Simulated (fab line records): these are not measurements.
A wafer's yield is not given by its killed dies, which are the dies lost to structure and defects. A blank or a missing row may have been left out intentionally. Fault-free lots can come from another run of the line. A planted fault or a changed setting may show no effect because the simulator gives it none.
Chamber matching + flow n5 finfet + N5_BEOL_M10_ILD_DEP_00 on pecvd-02 has 3 sister chambers
The step deposits SiCOH lowk from DEMS/porogen, target thk 308.51 nm, time 58 s. 14 wafers are shown with their chamber, then 6 later ones without.

WAFERS WITH THEIR CHAMBER
| wafer  | chamber | heater power w (W) | showerhead plenum p Torr (Torr) | throttle valve pct (%) |
|--------|---------|--------------------|---------------------------------|------------------------|
| L624.1 | 2       | 269                | 5.741                           | 14.2                   |
| L624.2 | 0       | 344                | 5.710                           | 13.6                   |
| L624.4 | 2       | 291                | 5.719                           | 14.1                   |
| L625.1 | 1       | 240                | 5.724                           | 13.5                   |
| L625.4 | 1       | 246                | 5.724                           | 13.6                   |
| L625.6 | 1       | 248                | 5.722                           | 13.6                   |
| L626.1 | 0       | 289                | 5.723                           | 13.7                   |
| L626.3 | 0       | 294                | 5.721                           | 13.5                   |
| L626.6 | 1       | 256                | 5.728                           | 13.7                   |
| L640.3 | 1       | 250                | 5.706                           | 13.6                   |
| L640.4 | 2       | 359                | 5.742                           | 13.4                   |
| L640.6 | 0       | 334                | 5.708                           | 13.7                   |
| L641.1 | 1       | 242                | 5.707                           | 13.5                   |
| L641.5 | 2       | 308                | 5.722                           | 13.2                   |

SIGNATURES (averages over the wafers above)
| reading                  | chamber 0 | chamber 1 | chamber 2 | scatter within a chamber |
|--------------------------|-----------|-----------|-----------|--------------------------|
| heater power w           | 315.25    | 247.00    | 306.75    | 25                       |
| showerhead plenum p Torr | 5.71550   | 5.71850   | 5.73100   | 0.00986                  |
| throttle valve pct       | 13.625    | 13.583    | 13.725    | 0.27                     |
Rule: a wafer lies at a distance from a chamber equal to the root of the sum of squares, over the readings, of (its reading less the chamber's mean, divided by the reading's scatter). The wafer belongs to the nearest chamber; if the next one is less than 2 further off, it can't be placed. The scatter is the square root of a quotient: the sum, over the shown wafers, of each reading's squared deviation from its chamber's mean, divided by wafers minus chambers.

WAFERS MISSING THEIR CHAMBER
| wafer  | heater power w (W) | showerhead plenum p Torr (Torr) | throttle valve pct (%) |
|--------|--------------------|---------------------------------|------------------------|
| L641.6 | 255                | 5.725                           | 13.3                   |
| L639.1 | 299                | 5.721                           | 13.8                   |
| L639.3 | 230                | 5.726                           | 13.7                   |
| L644.3 | 284                | 5.711                           | 13.5                   |
| L644.5 | 258                | 5.713                           | 13.3                   |
| L644.6 | 289                | 5.712                           | 13.5                   |

EACH ONE'S CHAMBER
| wafer  | from the rows above          | in truth |
|--------|------------------------------|----------|
| L641.6 | can't be placed: 1 or 2 or 0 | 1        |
| L639.1 | can't be placed: 0 or 2 or 1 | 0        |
| L639.3 | 1                            | 1        |
| L644.3 | can't be placed: 0 or 1 or 2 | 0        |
| L644.5 | can't be placed: 1 or 0 or 2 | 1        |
| L644.6 | can't be placed: 0 or 1 or 2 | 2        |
Correctly placed: 1 of 6. Unplaceable from these rows: 5, with the true chamber sitting among the candidates in 5. Number placed wrongly: 0.
